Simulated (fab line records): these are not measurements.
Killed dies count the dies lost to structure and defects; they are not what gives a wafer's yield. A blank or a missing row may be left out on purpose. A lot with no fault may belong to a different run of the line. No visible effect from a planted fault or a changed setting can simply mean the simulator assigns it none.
Which tool was responsible?    flow n5_finfet    Sampling: 11 lots, 31 wafers, 5 of 1938 route steps

WHAT EACH GAUGE READ, for each wafer
The record holds no reading of a measuring or inspecting step that can be judged against a usual standard deviation.

TOOL THAT RAN EACH LOT (tool first, then ch and the chambers of the sampled wafers, then the start)
lot   N5_MOL_CONTACT_COAG_DESCUM_13       N5_MOL_CONTACT_COAG_ETCH_105        N5_MOL_CONTACT_COAG_PRE_CLEAN_141  N5_MOL_CONTACT_COAG_ALD_123        N5_PASSIVATION_PROBE_49
L239  rie_diel-05 ch 0,2,3, day 4 15:46   rie_diel-05 ch 0,2,3, day 4 15:50   pvd_sputter-03, day 4 19:44        ald_sin-04 ch 1,3, day 5 03:21     prober-01, day 13 19:26
L240  rie_diel-05 ch 0,1,3, day 5 01:19   rie_diel-05 ch 0,1,3, day 5 01:22   pvd_sputter-01, day 5 05:32        ald_sin-02 ch 1,2, day 5 10:51     prober-01, day 15 05:43
L242  rie_diel-02 ch 1,2,3, day 5 14:05   rie_diel-02 ch 1,2,3, day 5 14:08   pvd_sputter-03, day 5 17:04        ald_sin-01 ch 1,2,3, day 6 03:51   prober-02, day 15 20:59
L243  rie_diel-04 ch 0,1,2, day 5 16:21   rie_diel-04 ch 0,1,2, day 5 16:25   pvd_sputter-01, day 5 17:57        ald_sin-01 ch 0,1,2, day 6 05:24   prober-02, day 16 03:44
L244  rie_diel-05 ch 1,2,3, day 6 00:50   rie_diel-05 ch 1,2,3, day 6 00:54   pvd_sputter-03, day 6 05:29        ald_sin-01 ch 0,1,3, day 6 10:44   prober-01, day 20 10:58
L250  rie_diel-04 ch 0,3, day 8 01:46     rie_diel-04 ch 0,3, day 8 01:49     pvd_sputter-02, day 8 03:48        ald_sin-01 ch 2,3, day 8 09:11     prober-02, day 17 22:56
L252  rie_diel-05 ch 0,3, day 8 10:53     rie_diel-05 ch 0,3, day 8 10:56     pvd_sputter-03, day 8 13:50        ald_sin-01 ch 1, day 8 20:27       prober-02, day 18 18:51
L255  rie_diel-02 ch 0,1,2, day 9 00:16   rie_diel-02 ch 0,1,2, day 9 00:19   pvd_sputter-01, day 9 04:35        ald_sin-01 ch 1,2, day 9 10:04     prober-01, day 18 17:56
L256  rie_diel-02 ch 0,1,2, day 9 10:45   rie_diel-02 ch 0,1,2, day 9 10:49   pvd_sputter-02, day 9 12:42        ald_sin-02 ch 0,2, day 9 17:54     prober-01, day 18 23:11
L262  rie_diel-05 ch 0,2,3, day 10 11:52  rie_diel-05 ch 0,2,3, day 10 11:56  pvd_sputter-02, day 10 14:23       ald_sin-04 ch 0,2,3, day 10 20:30  prober-02, day 19 22:15
L261  rie_diel-05 ch 1,2,3, day 10 15:47  rie_diel-05 ch 1,2,3, day 10 15:50  pvd_sputter-02, day 10 18:41       ald_sin-02 ch 0,1,3, day 11 00:47  prober-02, day 20 08:33
- N5_MOL_CONTACT_COAG_DESCUM_13: chemistry O2, time 7 s.
- N5_MOL_CONTACT_COAG_ETCH_105: etches SiARC in CF4, target depth 15.6 nm, time 26 s.
- N5_MOL_CONTACT_COAG_PRE_CLEAN_141: time 60 s.
- N5_MOL_CONTACT_COAG_ALD_123: deposits SiNx, target thk 5 nm, pulse time 1 s, purge time 2 s.
- N5_PASSIVATION_PROBE_49

WHAT THE TOOLS THEMSELVES READ (means of the sampled wafers that have a number; where no wafer has one, the mark that the record gives instead)
N5_MOL_CONTACT_COAG_DESCUM_13.
lot   tool         drypump_motor_current_A (A)  oes_product_au (a.u.)  rf_vpp_V (V)  showerhead_plenum_p_Torr (Torr)  throttle_valve_pct (%)
L239  rie_diel-05  5.8                          0.77                   244.3         2.13                             20.30
L240  rie_diel-05  6.0                          0.81                   244.0         2.12                             20.26
L242  rie_diel-02  5.5                          0.74                   243.1         2.11                             20.50
L243  rie_diel-04  5.9                          0.72                   243.3         2.11                             20.33
L244  rie_diel-05  5.8                          0.80                   242.8         2.11                             20.21
L250  rie_diel-04  5.7                          0.68                   244.0         2.11                             20.41
L252  rie_diel-05  5.8                          0.74                   243.3         2.13                             20.38
L255  rie_diel-02  5.6                          0.77                   242.9         2.10                             20.50
L256  rie_diel-02  5.6                          0.77                   243.1         2.10                             20.51
L262  rie_diel-05  5.8                          0.72                   242.4         2.11                             20.36
L261  rie_diel-05  5.8                          0.76                   242.6         2.09                             20.28

N5_MOL_CONTACT_COAG_ETCH_105.
lot   tool         drypump_motor_current_A (A)  etch_rf_on_time_s (s)  oes_product_au (a.u.)  rf_vpp_V (V)  showerhead_plenum_p_Torr (Torr)  throttle_valve_pct (%)
L239  rie_diel-05  5.8                          25.69                  0.66                   184.9         2.18                             15.52
L240  rie_diel-05  6.0                          25.77                  0.70                   184.0         2.17                             15.46
L242  rie_diel-02  5.4                          25.57                  0.64                   184.2         2.17                             15.74
L243  rie_diel-04  5.9                          26.04                  0.61                   184.4         2.15                             15.56
L244  rie_diel-05  5.8                          26.14                  0.68                   184.3         2.15                             15.42
L250  rie_diel-04  5.7                          26.38                  0.58                   185.1         2.17                             15.69
L252  rie_diel-05  5.8                          26.07                  0.64                   185.1         2.19                             15.61
L255  rie_diel-02  5.6                          25.99                  0.66                   183.8         2.15                             15.68
L256  rie_diel-02  5.6                          25.99                  0.66                   184.6         2.15                             15.70
L262  rie_diel-05  5.8                          26.10                  0.62                   184.9         2.16                             15.61
L261  rie_diel-05  5.8                          26.14                  0.64                   184.3         2.14                             15.51

N5_MOL_CONTACT_COAG_PRE_CLEAN_141.
lot   tool            heater_power_w (W)
L239  pvd_sputter-03  445
L240  pvd_sputter-01  462
L242  pvd_sputter-03  437
L243  pvd_sputter-01  489
L244  pvd_sputter-03  473
L250  pvd_sputter-02  486
L252  pvd_sputter-03  409
L255  pvd_sputter-01  461
L256  pvd_sputter-02  468
L262  pvd_sputter-02  455
L261  pvd_sputter-02  458

N5_MOL_CONTACT_COAG_ALD_123.
lot   tool        heater_power_w (W)  precursor_pulse_height_rel
L239  ald_sin-04  754                 0.999
L240  ald_sin-02  836                 1.014
L242  ald_sin-01  819                 1.007
L243  ald_sin-01  834                 1.003
L244  ald_sin-01  831                 1.020
L250  ald_sin-01  856                 1.019
L252  ald_sin-01  744                 0.996
L255  ald_sin-01  777                 1.015
L256  ald_sin-02  736                 1.005
L262  ald_sin-04  738                 0.999
L261  ald_sin-02  836                 0.998

N5_PASSIVATION_PROBE_49.
lot   tool       killed_at_M0_to_M3  killed_at_M4_up  killed_at_contacts  killed_at_front_end  killed_at_other  killed_dies  killed_on_rim  killed_open  killed_short
L239  prober-01  39                  12               21                  44                   5                120          13             90           30
L240  prober-01  40                  25               7                   28                   2                103          16             68           33
L242  prober-02  25                  16               10                  30                   1                81           10             52           29
L243  prober-02  29                  10               19                  44                   3                104          12             66           36
L244  prober-01  38                  14               5                   29                   2                88           10             54           31
L250  prober-02  40                  14               12                  36                   2                105          15             72           34
L252  prober-02  38                  12               23                  36                   0                108          18             68           36
L255  prober-01  38                  14               15                  31                   3                101          14             60           41
L256  prober-01  31                  19               11                  44                   4                109          12             72           36
L262  prober-02  25                  20               20                  46                   2                113          17             82           30
L261  prober-02  27                  12               9                   31                   7                85           14             52           33

THE ANSWER, worked out from the rows above alone
Rule: the usual values come from the lots themselves. Put in order of their means at a reading, lots are off if they are a third of the lots or fewer, leave a main group of 4 or more, and stand apart from it by a gap of 3 or more times the standard deviation of the main group's means; of several such gaps the widest counts. If all means in a main group match to the digits the tables above print for the reading, that group is not used. A lot without any number at a reading at which 4 lots or more have one is off too. All remaining lots with rows at the step are treated as sound. Order of review: gauges by route order, followed by the tools' own readings, for which a lot's mean as printed above is used. At the first step where some lot is off, the reading lying furthest off is the one used; lots without a number count as furthest.
Across all readings shown, no lot is off: no conclusion can be drawn from this.

WHAT WAS PUT IN BY THE SIMULATOR
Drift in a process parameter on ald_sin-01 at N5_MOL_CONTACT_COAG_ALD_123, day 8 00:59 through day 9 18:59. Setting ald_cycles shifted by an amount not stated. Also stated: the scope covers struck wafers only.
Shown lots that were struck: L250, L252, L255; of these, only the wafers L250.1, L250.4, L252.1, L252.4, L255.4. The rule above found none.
